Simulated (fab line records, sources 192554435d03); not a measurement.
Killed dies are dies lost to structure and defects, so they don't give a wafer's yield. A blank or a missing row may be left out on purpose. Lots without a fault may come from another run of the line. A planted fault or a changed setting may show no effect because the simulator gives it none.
Split-lot experiment | flow n5_finfet | 7 lots, 39 wafers read, on a route of 1938 steps

THE SPLIT
At N5_FIN_CUT_ETCH_21 (etches SOC in N2/H2, target depth 219 nm, overetch 43.8 nm, time 523.5 s), the setting bias_w was moved away from the recipe's 61 W on 15 of the 39 wafers read, by -18.5% to +18.8%. The other wafers ran this setting at the recipe's value.

The reading is taken at the split's own step.

THE READING
rf_vpp_V, in V, at N5_FIN_CUT_ETCH_21 (etches SOC in N2/H2, target depth 219 nm, overetch 43.8 nm, time 523.5 s). Fault-free wafers of this fab line usually give 240.4 V, standard deviation 1.3 V.

wafer  | tool, chamber at the split | bias_w as run, W | against the recipe | rf_vpp_V, V | against lot-mates on the recipe
L074.1 | rie_diel-01, 2             | 61               | recipe             | 241.7       | -
L074.2 | rie_diel-01, 0             | 70.86            | +16.2%             | 264.6       | +24.6
L074.3 | rie_diel-01, 1             | 70.86            | +16.2%             | 266.6       | +26.6
L074.4 | rie_diel-01, 3             | 61               | recipe             | 238.5       | -
L074.5 | rie_diel-01, 0             | 70.86            | +16.2%             | 264.7       | +24.7
L074.6 | rie_diel-01, 3             | 61               | recipe             | 239.8       | -
L078.1 | rie_diel-06, 1             | 49.7             | -18.5%             | 209.3       | -30.7
L078.2 | rie_diel-06, 0             | 49.7             | -18.5%             | 210.3       | -29.7
L078.3 | rie_diel-06, 3             | 61               | recipe             | 240.6       | -
L078.4 | rie_diel-06, 2             | 61               | recipe             | 240.8       | -
L078.5 | rie_diel-06, 1             | 61               | recipe             | 238.6       | -
L078.6 | rie_diel-06, 0             | 49.7             | -18.5%             | 208.2       | -31.8
L084.1 | rie_diel-06, 3             | 61               | recipe             | 241.0       | -
L084.2 | rie_diel-06, 0             | 61               | recipe             | 240.1       | -
L084.3 | rie_diel-06, 2             | 61               | recipe             | 240.6       | -
L084.4 | rie_diel-06, 3             | 61               | recipe             | 240.2       | -
L084.5 | rie_diel-06, 0             | 61               | recipe             | 240.5       | -
L084.6 | rie_diel-06, 2             | 61               | recipe             | 241.8       | -
L086.1 | rie_diel-05, 0             | 61               | recipe             | 240.7       | -
L086.4 | rie_diel-05, 3             | 61               | recipe             | 238.1       | -
L086.5 | rie_diel-05, 1             | 61               | recipe             | 240.8       | -
L087.1 | rie_diel-06, 2             | 66.5             | +9.0%              | 255.3       | +14.2
L087.2 | rie_diel-06, 3             | 61               | recipe             | 240.3       | -
L087.3 | rie_diel-06, 1             | 61               | recipe             | 242.5       | -
L087.4 | rie_diel-06, 0             | 61               | recipe             | 240.5       | -
L087.5 | rie_diel-06, 1             | 66.5             | +9.0%              | 255.2       | +14.1
L087.6 | rie_diel-06, 2             | 66.5             | +9.0%              | 254.6       | +13.5
L089.1 | rie_diel-06, 2             | 61               | recipe             | 241.3       | -
L089.2 | rie_diel-06, 1             | 72.45            | +18.8%             | 271.4       | +30.3
L089.3 | rie_diel-06, 0             | 72.45            | +18.8%             | 267.7       | +26.6
L089.4 | rie_diel-06, 0             | 61               | recipe             | 240.1       | -
L089.5 | rie_diel-06, 1             | 61               | recipe             | 241.9       | -
L089.6 | rie_diel-06, 2             | 72.45            | +18.8%             | 268.9       | +27.8
L092.1 | rie_diel-05, 1             | 55.4             | -9.2%              | 226.9       | -13.1
L092.2 | rie_diel-05, 3             | 55.4             | -9.2%              | 225.1       | -14.9
L092.3 | rie_diel-05, 2             | 61               | recipe             | 238.8       | -
L092.4 | rie_diel-05, 0             | 55.4             | -9.2%              | 225.4       | -14.6
L092.5 | rie_diel-05, 0             | 61               | recipe             | 242.0       | -
L092.6 | rie_diel-05, 3             | 61               | recipe             | 239.2       | -

THE FIT
A straight line over all 39 wafers: rf_vpp_V changes by +1.6 V for each +1% of bias_w; r = +1.00; the points scatter about the line by 1.2 V.
The same after taking each lot's own level away (the mean of its wafers on the recipe; 39 wafers): +1.58 V for each +1%; r = +1.00; scatter 1.2 V.
On that fit, the largest move of bias_w shifts the reading by 30 V.
The lots' own levels span 239.87 to 241.10 V, that is 0.9 times the standard deviation above.
So the lot-to-lot level changes the slope little: the two slopes agree.
Check: with one of the wafers moved furthest among these (+18.8%) left out of the fit, the line predicts +29.2 V for it against its lot-mates. It came out at +30.3 V against them.
Tool readings at the split's step, against how far the setting was moved: rf_vpp_V r = +1.00.

THE WHOLE CHAIN: every reading that the file lists as answering this split, in the file's order
step               | what it does                                                             | reading                                                                          | change (the file's fit)                | r (the file's)
N5_FIN_CUT_ETCH_21 | etches SOC in N2/H2, target depth 219 nm, overetch 43.8 nm, time 523.5 s | rf_vpp_V                                                                         | +1.57 V for each +1% of the setting    | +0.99
N5_FIN_CUT_ETCH_21 | etches SOC in N2/H2, target depth 219 nm, overetch 43.8 nm, time 523.5 s | SiARC_of_FIN_CUT_COAT_19.thk_nm (the simulator's own value, which no gauge read) | -0.0481 nm for each +1% of the setting | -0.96

THE FILE'S OWN FIT
rf_vpp_V changes by +1.57 V for each +1% of bias_w, r = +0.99.
